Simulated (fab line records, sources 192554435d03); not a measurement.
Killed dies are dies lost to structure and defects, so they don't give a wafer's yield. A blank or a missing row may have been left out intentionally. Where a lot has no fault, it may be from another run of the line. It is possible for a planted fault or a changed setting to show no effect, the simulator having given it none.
Chamber matching	flow n5Finfet	4 sister chambers for N5_DUMMY_REMOVAL_STRIP_10 on rieDiel-06
The step strips in N2/H2, time 40 s. 7 wafers are shown with their chamber, then 7 later ones without.

== WAFERS WITH THEIR CHAMBER ==
wafer	chamber	drypumpMotorCurrentA (A)	showerheadPlenumPTorr (Torr)
L083.6	3	5.0	3.24
L084.6	1	5.3	3.23
L088.1	3	5.0	3.23
L088.4	0	6.2	3.30
L088.5	2	5.8	3.35
L087.1	0	6.3	3.30
L087.3	1	5.3	3.23

== WAFERS WITH NO CHAMBER GIVEN ==
wafer	drypumpMotorCurrentA (A)	showerheadPlenumPTorr (Torr)
L087.4	5.0	3.23
L090.3	5.8	3.35
L090.4	5.3	3.23
L090.6	6.2	3.30
L095.2	5.8	3.35
L095.3	5.0	3.23
L095.4	6.2	3.29

== EACH ONE'S CHAMBER ==
wafer	from the rows above	in truth
L087.4	3	3
L090.3	2	2
L090.4	1	1
L090.6	0	0
L095.2	2	2
L095.3	3	3
L095.4	0	0
Correctly placed: 7 of 7. Left unplaced by these rows: 0. Placed wrongly: 0.
How it was worked out, from the rows above alone: a wafer's distance from a chamber is the root of the sum, over the readings, of the square of ((its reading less the chamber's mean) divided by the reading's scatter). The wafer belongs to the nearest chamber; if the next one is less than 2 further off, it can't be placed. The mean given for a chamber averages the wafers shown for that chamber. The scatter: the root of (the sum of the squares of (reading less its chamber's mean) over the shown wafers, divided by (wafers less chambers)).
